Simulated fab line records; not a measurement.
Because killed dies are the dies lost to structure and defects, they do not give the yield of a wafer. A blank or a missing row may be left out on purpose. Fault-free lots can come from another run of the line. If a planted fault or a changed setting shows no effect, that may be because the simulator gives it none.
A lot that was struck, set against a sound lot ; flow n5Finfet ; 16 out of 1938 route steps
Sound: wafers L891.1, L891.3, L891.5. Struck: wafer L885.6; the same lot's L885.1 was not struck, so it is left out; see the end for the cause.
Per side, at each step with rows, come the tool, then ch with its chambers, and then its first start. Under that, the readings that differ: sound wafers ; struck wafers ; difference of the means ; sigmas: that difference in standard deviations of wafers without a fault.
alike: same words and numbers on both sides, and readings whose means sit less than 2 such deviations apart. not compared: any withheld reading, any reading some wafer has no value for, any bound like >300 that may hide the same value, and any number with overlapping values for which the record gives no deviation.
The two part at a step that has a row with sigmas, a row that says differs or no value, or rows on one side only. Non-overlapping numbers with no deviation appear without sigmas and do not part them. A reading missing from all wafers of one side parts the sides only when that side holds two or more wafers.

first, 3 steps without rows for these wafers: N5_BEOL_M0_DEGAS_112 (time 60 s); N5_BEOL_M0_PRE_CLEAN_113 (time 30 s); N5_BEOL_M0_ALD_136 (deposits TaN, pulse time 2 s, purge time 3 s, co reactant purge time 2 s).
N5_BEOL_M0_SURFACE_TREAT_137:
  sound on pvdSputter-03, day 9 11:28; struck on pvdSputter-03, day 8 01:22
  not compared: throttleValvePct
then, 1 step without rows for these wafers: N5_BEOL_M0_CVD_115 (deposits Co from CCTBA/H2, time 120 s).
N5_BEOL_M0_SPUTTER_116: material Cu, target thk 4 nm, time 7.37 s.
  sound on pvdSputter-02, day 9 11:38; struck on pvdSputter-02, day 8 01:42
  alike: throttleValvePct
N5_BEOL_M0_ANNEAL_117: time 60 s.
  sound on pvdSputter-02, day 9 11:43; struck on pvdSputter-02, day 8 01:47
  alike: heaterPowerW
N5_BEOL_M0_SPUTTER_132: material Cu, target thk 4 nm, time 7.37 s.
  sound on pvdSputter-02, day 9 11:46; struck on pvdSputter-02, day 8 01:49
  alike: throttleValvePct
then, 2 steps without rows for these wafers: N5_BEOL_M0_ANNEAL_133 (time 60 s); N5_BEOL_M0_SPUTTER_134 (material Cu, target thk 4 nm, time 7.37 s).
N5_BEOL_M0_ANNEAL_135: time 60 s.
  sound on pvdSputter-02, day 9 11:59; struck on pvdSputter-02, day 8 02:01
  alike: heaterPowerW
then, 1 step without rows for these wafers: N5_BEOL_M0_SPUTTER_141 (material Cu, target thk 4 nm, time 7.37 s).
N5_BEOL_M0_ECD_118: material Cu, target thk 300 nm.
  sound on ecdCu-02 ch 0,1, day 9 12:09; struck on ecdCu-01 ch 0, day 8 02:11
reading;sound;struck;difference;sigmas
model.Cu_of_BEOL_M0_ECD_118.thkNm (nm);304.2 298.4 302.2;435.6;+134.0;
then, 1 step without rows for these wafers: N5_BEOL_M0_ANNEAL_119 (time 90 s).
N5_BEOL_M0_CMP_120: polishes, stops on SiOC, t overpolish 6.9 s.
  sound on cmp-02 ch 1,2,3, day 9 12:34; struck on cmp-02 ch 0, day 8 02:55
reading;sound;struck;difference;sigmas
timeToEndpointS (s);66 62 59;96;+34;+10
  alike: headPressurePsi, motorCurrentA, slurryFlowMlMin
-- a jump in the record: the struck wafers' starts before and after are 2 days apart (it breaks off in module BEOL_M0 and resumes in module BEOL_M4, where the first step shown is number 1111 of the route) --
N5_BEOL_M4_RC_MEAS_101:
  sound on prober-01 ch 0, day 11 12:41; struck on prober-01 ch 0, day 10 10:50
  alike: DIBL_N, DIBL_P, IOFF_N, IOFF_P, ION_N, ION_P, SS_N, SS_P, VT_N, VT_P

== WHERE THEY PART ==
N5_BEOL_M0_CMP_120 only, going by this record. Later steps at which nothing parts them and some readings are alike: N5_BEOL_M4_RC_MEAS_101.

WHY: the cause the simulator had injected
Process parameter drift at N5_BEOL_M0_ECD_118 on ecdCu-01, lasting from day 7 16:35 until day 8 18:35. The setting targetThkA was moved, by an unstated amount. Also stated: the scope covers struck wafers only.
